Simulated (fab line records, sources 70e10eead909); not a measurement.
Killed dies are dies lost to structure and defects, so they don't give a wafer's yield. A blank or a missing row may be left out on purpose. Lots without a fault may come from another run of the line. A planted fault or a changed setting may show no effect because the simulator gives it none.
A struck lot beside a sound one | flow nand_harc | 14 steps out of a route of 1302
Sound: wafers L351.1, L351.5, L351.6. Struck: wafers L364.1, L364.3, L364.6. The cause comes at the end.
At each step with rows: each side's tool, then ch and its chambers, then its first start. Under that, the readings that differ: sound wafers | struck wafers | difference of the means | sigmas: that difference in standard deviations of wafers without a fault.
alike: readings whose means differ by less than 2 such deviations, and words and numbers that are the same on both sides. not compared: withheld readings, readings that some wafer has no value for, bounds like >300 that may hide the same value, and numbers for which the record gives no deviation and whose values overlap.
The two part at a step that has a row with sigmas, a row that says differs or no value, or rows on one side only. Numbers that don't overlap but have no deviation are shown without sigmas and don't part them. A reading that every wafer of one side lacks parts them only if that side has two wafers or more.

first, 1 step without rows for these wafers: NHARC_A_ONON_D1_DEP_03 (target thk 1000 nm).
NHARC_A_ONON_D1_THK_MEAS_05: measures by ellipsometry.
  sound on film_metro-01, day 9 21:46; struck on film_metro-01, day 15 19:45
  reading     | sound       | struck         | difference | sigmas
  thk_nm (nm) | 991 991 990 | 1010 1011 1009 | +19        | +3
then, 1 step without rows for these wafers: NHARC_A_ONON_D1_DEP_06 (target thk 1000 nm).
NHARC_A_ONON_D1_THK_MEAS_08: measures by ellipsometry.
  sound on film_metro-01, day 9 22:19; struck on film_metro-01, day 15 20:19
  alike: thk_nm
then, 1 step without rows for these wafers: NHARC_A_ONON_D1_DEP_09 (target thk 1000 nm).
NHARC_A_ONON_D1_THK_MEAS_11: measures by ellipsometry.
  sound on film_metro-02, day 9 22:53; struck on film_metro-01, day 15 20:53
  alike: thk_nm
then, 1 step without rows for these wafers: NHARC_A_ONON_D1_DEP_12 (target thk 1000 nm).
NHARC_A_ONON_D1_THK_MEAS_14: measures by ellipsometry.
  sound on film_metro-02, day 9 23:28; struck on film_metro-01, day 15 21:28
  reading     | sound          | struck      | difference | sigmas
  thk_nm (nm) | 1019 1019 1019 | 994 994 994 | -25        | -3
then, 2 steps without rows for these wafers: NHARC_A_ONON_D1_ANNEAL_15 (time 3600 s); NHARC_A_ONON_D1_DEP_16 (target thk 1000 nm).
NHARC_A_ONON_D1_THK_MEAS_18: measures by ellipsometry.
  sound on film_metro-01, day 11 00:14; struck on film_metro-01, day 16 05:15
  alike: thk_nm
NHARC_A_ONON_D1_DEP_19: target thk 1000 nm.
  sound on pecvd_onon-02 ch 0, day 11 00:17; struck on pecvd_onon-01 ch 0, day 16 05:19
NHARC_A_ONON_D1_THK_MEAS_21: measures by ellipsometry.
  sound on film_metro-02, day 11 00:47; struck on film_metro-02, day 16 06:01
  reading     | sound          | struck      | difference | sigmas
  thk_nm (nm) | 1008 1009 1006 | 613 612 610 | -396       | -45
  not compared: hold
-- the record jumps here: 17 days lie between the struck wafers' starts before and after (it left off in module A_ONON_D1 and takes up again in module END, whose first step shown is number 1302 of the route) --
NHARC_END_SORT_01:
  sound on prober-01 ch 0, day 27 02:39; struck on prober-01 ch 0, day 33 14:56
  reading         | sound    | struck      | difference | sigmas
  killed_at_array | 51 56 58 | 675 674 675 | +620       | +34
  killed_dies     | 55 60 62 | 677 677 677 | +618       | +36
  alike: killed_at_other, killed_at_periphery, killed_open, killed_short

WHERE THEY PART
First at NHARC_A_ONON_D1_THK_MEAS_05; last, within this record, at NHARC_END_SORT_01.

WHY: what the simulator had put in
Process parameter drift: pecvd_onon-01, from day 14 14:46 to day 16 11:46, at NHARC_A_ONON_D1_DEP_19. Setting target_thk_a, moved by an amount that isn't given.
